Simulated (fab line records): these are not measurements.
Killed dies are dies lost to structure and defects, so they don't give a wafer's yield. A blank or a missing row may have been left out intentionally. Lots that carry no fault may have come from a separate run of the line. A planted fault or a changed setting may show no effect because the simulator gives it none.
fab line records | flow n5Finfet
record lots=4 | wafers=12 | lastDay=19
route steps=1938 shown BEOL_M4@1099 BEOL_M5@1112 BEOL_M11@1595 PASSIVATION@1936
lots with no fault: from the same line, run without faults
startH: the number of hours between the record's first day and the start of the first shown wafer of the lot | waitH: hours since the lot's step before | " identical to the entry in the row above | L1.1+2: several wafers, shown together as one row | - no value present, or no start provided | * or withheld: withheld | < > ~ a bound
route shown NAME@n: a module of which the file shows steps, and the number in the route of the first | usual: mean/standard deviation taken from wafers without a fault | same: alike in all rows | chamber/n: place in a boat | sites: the reading at each site | _std_site: standard deviation across them | _edge_site: outer sites' mean less inner sites' | radiusMm: how far each site lies from the wafer's centre | mask NAME#n: copy n | behind: tool/chamber where the wafer was last shaped | hold: cause of the lot's hold/its duration in hours/its outcome | device: the transistor (n, p or np) that didn't switch | end of line: at the end of the route, the tests of the same wafers | where a step has no rows: the recipe by itself | killed: dies that structure and defects cost at the first sort, which is not the same as the wafer's yield | map: the dies of a wafer, with x for killed, . for not killed, _ for no die there
set.NAME: the setting as run; set.NAME@STEP: as run at that earlier step | model.NAME: the simulator's own value behind a step, which no gauge read
lots at some steps of the route; a table a step, a row a wafer
services: a tool's chamber out of use, with start hour (startH, from the record's first day; less than 0 if before it), hours out, and reason
## steps
# step N5_BEOL_M4_ANNEAL_95
# recipe tempC=400 | timeS=240 | ambient=vacuum
# step N5_BEOL_M4_SPUTTER_96
# recipe material=Cu | targetThkA=45 | tempC=-20 | chamberPressurePa=0.07 | powerW=withheld | timeS=8.29
# step N5_BEOL_M4_ECD_50
# recipe material=Cu | targetThkA=3000
# step N5_BEOL_M4_ANNEAL_51
# recipe tempC=225 | timeS=90 | ambient=N2
# step N5_BEOL_M4_CMP_52
# recipe stopOn=SiOC | tOverpolishS=6.8 | downForcePsi=1 | platenRpm=50 | clearingPlatenDownForcePsi=1.5 | clearingPlatenRpm=50 | postCmpClean=cuAlkaline | targetThkNm=40 | clearingPlatenPadVelocityMS=0.99484 | padVelocityMS=0.99484
# step N5_BEOL_M4_PRE_CLEAN_60
# recipe gas=NH3/H2 | timeS=15 | tempC=* | rfPowerW=300
# step N5_BEOL_M4_CO_CAP_55
# recipe material=Co | targetThkA=20 | tempC=200 | precursor=CCTBA/H2 | pressureTorr=30 | timeS=102.1
# step N5_BEOL_M4_PRE_CLEAN_56
# recipe gas=NH3 | timeS=15 | tempC=withheld | rfPowerW=300
# step N5_BEOL_M4_DEP_57
# recipe material=SiCN | targetThkA=80 | tempC=withheld | precursor=3MS/NH3 | pressureTorr=3 | rfW=202 | timeS=14
# step N5_BEOL_M4_RC_MEAS_101
# usual DIBL_N=36.3/1.6 | DIBL_P=36.4/2.1 | IOFF_N=0.16/0.032 | IOFF_P=0.22/0.044 | ION_N=675/12 | ION_P=463/8.3 | SS_N=71.6/0.64 | SS_P=73.3/0.67 | VT_N=250/3.3 | VT_P=-250/3.7
lot.wafer | tool      | chamber | startH | waitH | DIBL_N[mV/V] | DIBL_P[mV/V] | IOFF_N[nA/um] | IOFF_P[nA/um] | ION_N[uA/um] | ION_P[uA/um] | SS_N[mV/dec] | SS_P[mV/dec] | VT_N[mV] | VT_P[mV]
L146.2    | prober-02 | 0       | 287.15 | 0.2   | 33.6         | 32.0         | 0.12          | 0.19          | 662          | 463          | 70.6         | 72.5         | 254      | -250
L146.4    | "         | 0       | "      | "     | 34.8         | 35.0         | 0.15          | 0.23          | 677          | 465          | 71.1         | 72.6         | 249      | -247
L146.5    | "         | 0       | "      | "     | 35.6         | 34.6         | 0.15          | 0.22          | 671          | 462          | 71.6         | 73.3         | 251      | -247
L154.1    | prober-02 | 0       | 317.05 | 0.0   | 37.7         | 37.0         | 0.15          | 0.18          | 685          | 463          | 71.4         | 73.3         | 250      | -256
L154.2    | "         | 0       | "      | "     | 36.0         | 35.4         | 0.13          | 0.17          | 678          | 459          | 71.3         | 72.8         | 251      | -254
L154.4    | "         | 0       | "      | "     | 34.7         | 33.3         | 0.10          | 0.13          | 648          | 443          | 71.1         | 72.2         | 258      | -259
L153.2    | prober-02 | 0       | 323.63 | 0.2   | 38.0         | 39.4         | 0.20          | 0.27          | 691          | 474          | 71.1         | 73.8         | 243      | -245
L153.4    | "         | 0       | "      | "     | 36.5         | 36.9         | 0.16          | 0.23          | 666          | 464          | 72.3         | 73.1         | 247      | -246
L153.5    | "         | 0       | "      | "     | 35.3         | 35.1         | 0.13          | 0.19          | 668          | 464          | 71.1         | 73.3         | 255      | -249
L157.3    | prober-02 | 0       | 354.79 | 0.3   | 38.2         | 40.3         | 0.19          | 0.23          | 686          | 464          | 72.5         | 74.5         | 246      | -249
L157.5    | "         | 0       | "      | "     | 33.0         | 33.1         | 0.10          | 0.13          | 661          | 447          | 71.4         | 71.3         | 259      | -259
L157.6    | "         | 0       | "      | "     | 36.2         | 37.2         | 0.14          | 0.18          | 674          | 456          | 71.7         | 73.7         | 252      | -254
# step N5_BEOL_M5_ILD_DEP_00
# recipe material=SiCOH_lowk | targetThkA=1406.4 | tempC=300 | precursor=DEMS/porogen | pressureTorr=5 | rfW=500 | timeS=25.9
# step N5_BEOL_M5_CURE_79
# recipe tempC=385 | timeS=240 | ambient=He/Ar | material=SiCOH_lowk
# step N5_BEOL_M5_PECVD_70
# recipe material=SiO2 | targetThkA=160 | tempC=400 | precursor=TEOS/O2 | pressureTorr=5.5 | rfW=450 | teosFlowSccm=53.8 | gas=O2 | flowSccm=3000 | timeS=18
# step N5_BEOL_M5_HM_DEP_02
# recipe material=TiN | targetThkA=200 | tempC=25 | chamberPressurePa=0.49996
# step N5_BEOL_M5_COAT_59
# recipe resist=SOC | tempC=250 | timeS=60 | spinRpm=1500 | resistThkNm=60
# step N5_BEOL_M5_COAT_60
# recipe resist=SiARC | tempC=220 | timeS=60 | spinRpm=1500 | resistThkNm=12
# step N5_BEOL_M5_COAT_71
# recipe resist=underlayer | tempC=205 | timeS=60 | spinRpm=1500 | resistThkNm=5
# step N5_BEOL_M5_COAT_05
# recipe resist=CAR-EUV | spinRpm=1500 | resistThkNm=30
# step N5_BEOL_M5_EBR_07
# recipe solvent=PGMEA | ebrWidthMm=1.5
# step N5_BEOL_M5_SOFTBAKE_06
# recipe tempC=110 | timeS=60 | resist=CAR-EUV
# step N5_BEOL_M5_EXPOSE_08
# recipe maskId=M5 | na=0.33 | sourceShape=annular | sigmaInner=0.4 | sigmaOuter=0.8 | polarization=unpolarized | targetCdNm=28 | doseMj=35.75
# step N5_BEOL_M5_PEB_09
# recipe pebTempC=100 | pebTimeS=60 | resist=CAR-EUV
# step N5_BEOL_M5_DEVELOP_10
# recipe developTimeS=30 | developer=TMAH | resist=CAR-EUV | rinseLiquid=surfactantRinse | dry=airSpin | devTempC=23
# step N5_BEOL_M5_DESCUM_16
# recipe chemistry=O2 | timeS=7 | sourcePowerW=50 | biasPowerW=20 | pressureMtorr=20 | rfFrequencyHz=2.712e+07 | tempC=40 | resist=CAR-EUV | o2FlowSccm=225
# step N5_BEOL_M5_ETCH_72
# recipe chemistry=N2/H2 | target=underlayer | targetDepthA=65 | maskMaterial=CAR-EUV | timeS=5.2 | ionEnergyEv=200 | pressureMtorr=30 | sourceW=840 | biasW=150 | n2FlowSccm=200 | h2FlowSccm=200 | ends=cleared
# step N5_BEOL_M5_ETCH_61
# recipe chemistry=CF4 | target=SiARC | targetDepthA=156 | maskMaterial=CAR-EUV | timeS=26 | ionEnergyEv=80 | pressureMtorr=40 | sourceW=545 | biasW=36 | Ar_flow_sccm=100 | cf4FlowSccm=100 | ends=cleared
# step N5_BEOL_M5_ETCH_62
# recipe chemistry=N2/H2 | target=SOC | targetDepthA=750 | overetchA=150 | maskMaterial=SiARC | tempC=40 | timeS=112.5 | ionEnergyEv=200 | pressureMtorr=30 | sourceW=840 | biasW=150 | n2FlowSccm=200 | h2FlowSccm=200
# step N5_BEOL_M5_STRIP_63
# recipe chemistry=N2/H2 | tempC=40 | n2FlowSccm=200 | h2FlowSccm=200 | rfFrequencyHz=6e+07
# step N5_BEOL_M5_STRIP_73
# recipe chemistry=N2/H2 | tempC=40 | n2FlowSccm=200 | h2FlowSccm=200 | rfFrequencyHz=6e+07
# step N5_BEOL_M5_STRIP_64
# recipe chemistry=CF4 | resist=SiARC | powerW=300 | biasPowerW=75 | pressureMtorr=50 | cf4FlowSccm=150 | rfFrequencyHz=6e+07
# step N5_BEOL_M5_HM_OPEN_17
# recipe chemistry=Cl2/BCl3 | targetDepthA=200 | overetchA=60 | target=TiN | maskMaterial=SOC | ionEnergyEv=150 | pressureMtorr=10 | icpW=1000 | biasW=126 | Cl2_flow_sccm=53.25 | bcl3FlowSccm=21.75 | Ar_flow_sccm=25
# step N5_BEOL_M5_STRIP_19
# recipe chemistry=O2 | powerW=400 | tempC=40 | pressureMtorr=30 | rfFrequencyHz=6e+07 | biasPowerW=0 | overashFraction=0.2 | o2FlowSccm=225
# step N5_BEOL_M5_COAT_65
# recipe resist=SOC | tempC=250 | timeS=60 | spinRpm=1500 | resistThkNm=60
# step N5_BEOL_M5_COAT_66
# recipe resist=SiARC | tempC=220 | timeS=60 | spinRpm=1500 | resistThkNm=12
# step N5_BEOL_M11_ANNEAL_51
# recipe tempC=225 | timeS=90 | ambient=N2
# usual annealTempC=225.00/0.19 | annealTempCMax=225.9/0.41 | timeS=90/0 | wafer_temp_C_max=225.87/0.23
lot.wafer | tool         | chamber | startH | waitH | annealTempC | annealTempCMax | timeS | wafer_temp_C_max
L146.2    | rtpAnneal-01 | 0       | 355.30 | 0.5   | 224.80      | 226.9          | 90    | 225.29
L146.4    | "            | 0       | "      | "     | 225.05      | 226.6          | 90    | 225.83
L146.5    | "            | 0       | "      | "     | 224.86      | 226.2          | 90    | 225.87
L153.2    | rtpAnneal-02 | -       | 385.12 | 0.2   | -           | -              | -     | -
L153.4    | "            | -       | "      | "     | -           | -              | -     | -
L153.5    | "            | -       | "      | "     | -           | -              | -     | -
L154.1    | rtpAnneal-01 | -       | 390.32 | 0.2   | -           | -              | -     | -
L154.2    | "            | -       | "      | "     | -           | -              | -     | -
L154.4    | "            | -       | "      | "     | -           | -              | -     | -
L157.3    | rtpAnneal-02 | 0       | 419.80 | 0.1   | 225.16      | 225.7          | 90    | 225.98
L157.5    | "            | 0       | "      | "     | 224.94      | 225.7          | 90    | 225.95
L157.6    | "            | 0       | "      | "     | 224.96      | 225.5          | 90    | 225.94
# step N5_BEOL_M11_CMP_52
# recipe stopOn=SiCOH_lowk | tOverpolishS=7 | downForcePsi=1 | platenRpm=50 | clearingPlatenDownForcePsi=1.5 | clearingPlatenRpm=50 | postCmpClean=cuAlkaline | targetThkNm=140 | clearingPlatenPadVelocityMS=0.99484 | padVelocityMS=0.99484
# usual barrierFieldEndpointS=29.0/0.75 | clearingPlatenRpm=49.996/0.026 | motorCurrentA=6.3/0.75 | overpolishRunS=6.999/0.0092 | platenRpm=50.00/0.037 | retainingRingPressureFrac=1.000/0.005 | timeToEndpointS=66.6/2.9
lot.wafer | tool   | chamber | startH | waitH | barrierFieldEndpointS | clearingPlatenRpm | motorCurrentA | overpolishRunS | platenRpm | retainingRingPressureFrac | timeToEndpointS
L146.4    | cmp-02 | 2       | 355.59 | 0.2   | 29.6                  | 50.010            | 6.2           | 7.004          | 49.99     | 0.996                     | 64.8
L146.2    | "      | 0       | "      | "     | 28.3                  | 50.012            | 7.7           | 6.989          | 50.08     | 1.005                     | 64.4
L146.5    | "      | 1       | "      | "     | 29.2                  | 50.024            | 6.1           | 6.998          | 49.94     | 0.995                     | 63.8
L153.4    | cmp-01 | 3       | 385.44 | 0.2   | 33.9                  | 50.008            | 5.2           | 7.003          | 50.00     | 0.995                     | 85.5
L153.2    | "      | 0       | "      | "     | 32.7                  | 49.994            | 6.7           | 7.000          | 50.02     | 0.999                     | 86.0
L153.5    | "      | 1       | "      | "     | 33.5                  | 49.956            | 5.1           | 7.008          | 49.98     | 0.996                     | 86.3
L154.4    | cmp-01 | 1       | 390.61 | 0.1   | 33.0                  | 49.982            | 5.3           | 6.994          | 49.95     | 0.997                     | 85.7
L154.1    | "      | 2       | "      | "     | 33.9                  | 50.015            | 7.5           | 7.007          | 50.01     | 0.987                     | 86.3
L154.2    | "      | 0       | "      | "     | 33.9                  | 50.024            | 7.2           | 6.993          | 50.04     | 0.998                     | 84.8
L157.3    | cmp-02 | 0       | 420.12 | 0.3   | 29.3                  | 50.007            | 7.3           | 7.007          | 50.06     | 0.989                     | 70.1
L157.6    | "      | 1       | "      | "     | 29.3                  | 50.028            | 6.3           | 7.007          | 49.95     | 0.996                     | 65.4
L157.5    | "      | 2       | "      | "     | 29.2                  | 49.998            | 6.3           | 7.003          | 49.94     | 1.000                     | 65.6
# step N5_PASSIVATION_PROBE_49
# usual defectLimitedYield=91.4/1.2 | killed_at_M0_to_M3=35/11 | killed_at_M4_up=14/6 | killedAtContacts=12/6.7 | killedAtFrontEnd=37/9.7 | killedAtOther=3.5/2.5 | killedDies=102/15 | killedOnRim=13/3.6 | killedOpen=67/12 | killedShort=33/7.3 | sort_bin_5_function=5.1/0.81 | sort_bin_6_memory=3.2/0.65 | sortNPass=1078/15 | sortYieldPct=91.4/1.2
# same grossDies=1180 | killedAtBackSide=0 | sort_bin_4_leakage[%]=0 | sort_bin_8_speed[%]=0
lot.wafer | tool      | chamber | startH | waitH | defectLimitedYield[%] | killed_at_M0_to_M3 | killed_at_M4_up | killedAtContacts | killedAtFrontEnd | killedAtOther | killedDies | killedOnRim | killedOpen | killedShort | sort_bin_5_function[%] | sort_bin_6_memory[%] | sortNPass | sortYieldPct[%]
L146.2    | prober-01 | -       | 396.91 | 0.1   | 92.2                  | 42                 | 20              | 8                | 21               | 1             | 92         | 11          | 66         | 26          | 4.4                    | 3.1                  | 1088      | 92.2
L146.4    | prober-01 | -       | 397.01 | 0.2   | 89.8                  | 47                 | 20              | 16               | 34               | 3             | 120        | 23          | 87         | 32          | 5.8                    | 3.9                  | 1060      | 89.8
L153.2    | prober-02 | -       | 425.81 | 0.1   | 92.6                  | 32                 | 13              | 18               | 21               | 3             | 87         | 11          | 56         | 29          | 4.8                    | 2.2                  | 1093      | 92.6
L153.4    | prober-02 | -       | 425.91 | 0.2   | 55.4                  | 29                 | 437             | 26               | 30               | 4             | 526        | 152         | 69         | 37          | 5.2                    | 3.3                  | 654       | 55.4
L153.5    | prober-02 | -       | 425.96 | 0.2   | 85.3                  | 35                 | 104             | 7                | 21               | 7             | 174        | 9           | 56         | 22          | 4.2                    | 2.2                  | 1006      | 85.3
L154.1    | prober-01 | -       | 430.05 | 0.0   | 54.7                  | 29                 | 453             | 16               | 36               | 1             | 535        | 152         | 62         | 31          | 5.3                    | 2.5                  | 645       | 54.7
L154.2    | prober-01 | -       | 430.10 | 0.1   | 48.1                  | 32                 | 517             | 20               | 42               | 1             | 612        | 16          | 72         | 32          | 5.8                    | 2.9                  | 568       | 48.1
L154.4    | prober-01 | -       | 430.20 | 0.2   | 46.8                  | 40                 | 540             | 12               | 33               | 3             | 628        | 20          | 50         | 56          | 5.0                    | 3.5                  | 552       | 46.8
# killed by level:class
L146.2 BEOL_M4:geometricParticle:open=14 BEOL_M0_SAQP:geometricParticle:open=11 BEOL_M0_SAQP:geometricParticle:short=10 BEOL_M2:geometricParticle:open=8 BEOL_M3:geometricParticle:open=8 MOL_CONTACT_COAG:geometricParticle:open=7 FIN_SAQP:geometricParticle:open=4 BEOL_M1:geometricParticle:open=4
L146.4 BEOL_M0_SAQP:geometricParticle:open=25 BEOL_M4:geometricParticle:open=14 MOL_CONTACT_COAG:geometricParticle:open=13 BEOL_M0_SAQP:geometricParticle:short=10 DUMMY_GATE:geometricParticle:open=9 FIN_SAQP:geometricParticle:open=6 GATE_CUT:geometricParticle:short=5 BEOL_M2:geometricParticle:open=4
L153.2 MOL_CONTACT_COAG:geometricParticle:open=14 BEOL_M2:geometricParticle:open=7 BEOL_M0_SAQP:geometricParticle:open=6 FIN_SAQP:geometricParticle:short=4 MOL_CONTACT_COAG:geometricParticle:short=4 BEOL_M0_SAQP:geometricParticle:short=4 BEOL_M1:geometricParticle:open=4 BEOL_M1:geometricParticle:short=4
L153.4 BEOL_M11:areaCmp=420 MOL_CONTACT_COAG:geometricParticle:open=21 BEOL_M0_SAQP:geometricParticle:short=15 BEOL_M4:geometricParticle:open=11 BEOL_M0_SAQP:geometricParticle:open=8 FIN_SAQP:geometricParticle:open=7 FIN_SAQP:geometricParticle:short=7 DUMMY_GATE:geometricParticle:open=6
L153.5 BEOL_M11:areaCmp=95 BEOL_M3:geometricParticle:open=9 MOL_CONTACT_COAG:geometricParticle:open=6 BEOL_M2:geometricParticle:open=6 BEOL_M0_SAQP:geometricParticle:open=5 BEOL_M1:geometricParticle:open=4 BEOL_M4:geometricParticle:open=4 FIN_SAQP:geometricParticle:open=3
L154.1 BEOL_M11:areaCmp=441 MOL_CONTACT_COAG:geometricParticle:open=13 BEOL_M1:geometricParticle:open=9 GATE_CUT:geometricParticle:short=7 BEOL_M1:geometricParticle:short=7 FIN_SAQP:geometricParticle:open=5 BEOL_M0_SAQP:geometricParticle:open=5 STARTING-WAFER:geometricParticle:open=5
L154.2 BEOL_M11:areaCmp=506 MOL_CONTACT_COAG:geometricParticle:open=17 STI_FIN_REVEAL:geometricParticle:open=9 FIN_SAQP:geometricParticle:open=8 DUMMY_GATE:geometricParticle:open=8 BEOL_M0_SAQP:geometricParticle:short=5 BEOL_M2:geometricParticle:open=5 BEOL_M3:geometricParticle:short=5
L154.4 BEOL_M11:areaCmp=520 MOL_CONTACT_COAG:geometricParticle:open=8 BEOL_M0_SAQP:geometricParticle:short=7 BEOL_M1:geometricParticle:short=7 BEOL_M0_SAQP:geometricParticle:open=6 BEOL_M1:geometricParticle:open=6 BEOL_M3:geometricParticle:open=6 FIN_SAQP:geometricParticle:short=4
# map L153.4 (x killed, . not)
_________________xxxxxxxxxxxx________________
______________xxxxxxxxxxxxxxxxxx_____________
___________xxxxxxxxxxxxxxxxxxxxxxxx__________
__________xxxxxxxxxxxx..xxxxxxxxxxxx_________
________xxxxxxxxx............xxxxxxxxx_______
_______xxxxxxx...x.....x........xxxxxxx______
______xxxxxx.x.x.x.....x....x.....xxxxxx_____
_____xxxxxx..x...x.................xxxxxx____
____xxxxxx..x.x.x..........x........xxxxxx___
___xxxxxx...x............x.......x...xxxxxx__
___xxxxx.....x................x.xx....xxxxx__
__xxxxx...............x...x.x..........xxxxx_
__xxxxx................................xxxxx_
_xxxxx......xx.................x........xxxxx
_xxxxxx...x.......x.........x...........xxxxx
_xxxxxxxx...............................xxxxx
_xxxxx.................x..xx.....xx.....xxxxx
_xxxxx..................................xxxxx
_xxxxx....x.....x...................x...xxxxx
_xxxxx..x..................x.x.......x..xxxxx
_xxxxx..x.......x.xx...............x....xxxxx
__xxxxx......x........x......x.......x.xxxxx_
__xxxxxx..x............................xxxxx_
___xxxxx...............x........x.....xxxxx__
___xxxxxx...x.............x.....x....xxxxxx__
____xxxxxx.............x.x..........xxxxxx___
_____xxxxxx......x.................xxxxxx____
______xxxxxx..................x..xxxxxxx_____
_______xxxxxxx.........x........xxxxxxx______
________xxxxxxxxx...x.....x.xxxxxxxxxx_______
__________xxxxxxxxxxxx..xxxxxxxxxxxx_________
___________xxxxxxxxxxxxxxxxxxxxxxxx__________
______________xxxxxxxxxxxxxxxxxx_____________
_________________xxxxxxxxxxxx________________
# map L154.4 (x killed, . not)
_________________..x...x.x...________________
______________...x.............._____________
___________.......x.............xx.__________
__________............x...x........._________
________........x....................._______
_______..x.......x.xxxxxxxx.....x......______
______..........xxxxxxxxxxxxxx.........._____
_____.x.......xxxxxxxxxxxxxxxxxx.........____
____........xxxxxxxxxxxxxxxxxxxxxx.......x___
___..x.....xxxxxxxxxxxxxxxxxxxxxxxx.......x__
___.x.x...xxxxxxxxxxxxxxxxxxxxxxxxxx.......__
__....x..xxxxxxxxxxxxxxxxxxxxxxxxxxxx...x..._
__.x.....xxxxxxxxxxxxxxxxxxxxxxxxxxxx......._
_x.......xxxxxxxxxxxxxxxxxxxxxxxxxxxx.x.x....
_.......xxxxxxxxxxxxxxxxxxxxxxxxxxxxxx.......
_xx.....xxxxxxxxxxxxxxxxxxxxxxxxxxxxxxx.....x
_.......xxxxxxxxxxxxxxxxxxxxxxxxxxxxxx.......
_.......xxxxxxxxxxxxxxxxxxxxxxxxxxxxxx.x.....
_.....xxxxxxxxxxxxxxxxxxxxxxxxxxxxxxxx.......
_x......xxxxxxxxxxxxxxxxxxxxxxxxxxxxxx.......
_x.x....xxxxxxxxxxxxxxxxxxxxxxxxxxxxx........
__.......xxxxxxxxxxxxxxxxxxxxxxxxxxxxx......_
__.......xxxxxxxxxxxxxxxxxxxxxxxxxxxx......._
___.......xxxxxxxxxxxxxxxxxxxxxxxxxx....x..__
___........xxxxxxxxxxxxxxxxxxxxxxxx.x......__
____........xxxxxxxxxxxxxxxxxxxxxx...x.x..___
_____.........xxxxxxxxxxxxxxxxxx.........____
______.x...x....xxxxxxxxxxxxxx...x......_____
_______............xxxxxxxx.xx.....x...______
________.............................x_______
__________..........x............x.._________
___________................x..x..x.__________
______________.................._____________
_________________.....xxx....________________
## services
tool   | chamber | startH | hours | kind
cmp-01 | -       | 343.60 | 5.5   | pm
cmp-01 | -       | 382.85 | 2.2   | repair
cmp-02 | -       | 395.86 | 1.0   | repair
cmp-02 | -       | 398.48 | 3.4   | repair
cmp-02 | -       | 402.61 | 4.0   | pm
cmp-02 | -       | 406.61 | -     | consumableReplace:conditioner
cmp-02 | -       | 406.61 | -     | consumableReplace:pad
cmp-01 | -       | 417.91 | 0.8   | repair
## key
firstSign step=N5_BEOL_M11_ANNEAL_51 | reading=toolRecord | direction=missing
effect step=N5_BEOL_M11_CMP_52 | reading=timeToEndpointS | direction=up | sigmas=6.7 | usual=* | struck=*
effect step=N5_PASSIVATION_PROBE_49 | reading=killed_at_M4_up | direction=up | sigmas=55 | usual=14 | struck=344 | wafersMoved=5
moreKillsBornAt N5_BEOL_M11_CMP_52@cmp-01=1982
metAt N5_BEOL_M11_ANNEAL_51
struckWafers L153.2,L153.4,L153.5,L154.1,L154.2,L154.4
onsetBetween 355.30 385.12
fault kind=skippedStepWhole | tool=rtpAnneal-01,rtpAnneal-02 | chamber=- | onsetH=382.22 | steps=N5_BEOL_M11_ANNEAL_51 | scope=struckLotsOnly
